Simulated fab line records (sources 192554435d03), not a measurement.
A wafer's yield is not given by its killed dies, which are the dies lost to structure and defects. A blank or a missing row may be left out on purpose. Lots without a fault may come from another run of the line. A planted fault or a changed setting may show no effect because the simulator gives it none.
Matching of chambers | flow n5_finfet | rie_diel-02 running N5_FIN_CUT_ETCH_30: 4 sister chambers
The step etches underlayer in N2/H2, target depth 13 nm, time 10.4 s. 8 wafers are shown with their chamber, then 7 later ones without.

## WAFERS WITH THEIR CHAMBER
wafer  | chamber | showerhead_plenum_p_Torr (Torr) | throttle_valve_pct (%)
L076.3 | 1       | 2.51                            | 18.13
L077.5 | 3       | 2.64                            | 17.92
L077.6 | 2       | 2.47                            | 17.70
L081.1 | 3       | 2.63                            | 17.93
L081.3 | 1       | 2.51                            | 18.16
L081.6 | 0       | 2.37                            | 18.23
L082.1 | 2       | 2.46                            | 17.70
L082.3 | 0       | 2.37                            | 18.22

## WAFERS WITHOUT THEIR CHAMBER
wafer  | showerhead_plenum_p_Torr (Torr) | throttle_valve_pct (%)
L082.4 | 2.63                            | 17.96
L089.1 | 2.46                            | 17.74
L089.2 | 2.50                            | 18.18
L089.3 | 2.37                            | 18.27
L096.4 | 2.50                            | 18.20
L096.5 | 2.36                            | 18.27
L096.6 | 2.45                            | 17.76

## CHAMBER TAKEN BY EACH
wafer  | from the rows above | in truth
L082.4 | 3                   | 3
L089.1 | 2                   | 2
L089.2 | 1                   | 1
L089.3 | 0                   | 0
L096.4 | 1                   | 1
L096.5 | 0                   | 0
L096.6 | 2                   | 2
7 of 7 placed correctly. From these rows, 0 cannot be placed. Number placed wrongly: 0.
How it was worked out, from the rows above alone: a wafer's distance from a chamber is the root of the sum, over the readings, of the square of ((its reading less the chamber's mean) divided by the reading's scatter). If the next closest chamber is less than 2 further off than the closest, the wafer can't be placed; otherwise it belongs to the closest. Each chamber's mean is taken over the wafers shown for it. The scatter is the square root of a quotient: the sum, over the shown wafers, of each reading's squared deviation from its chamber's mean, divided by wafers minus chambers.
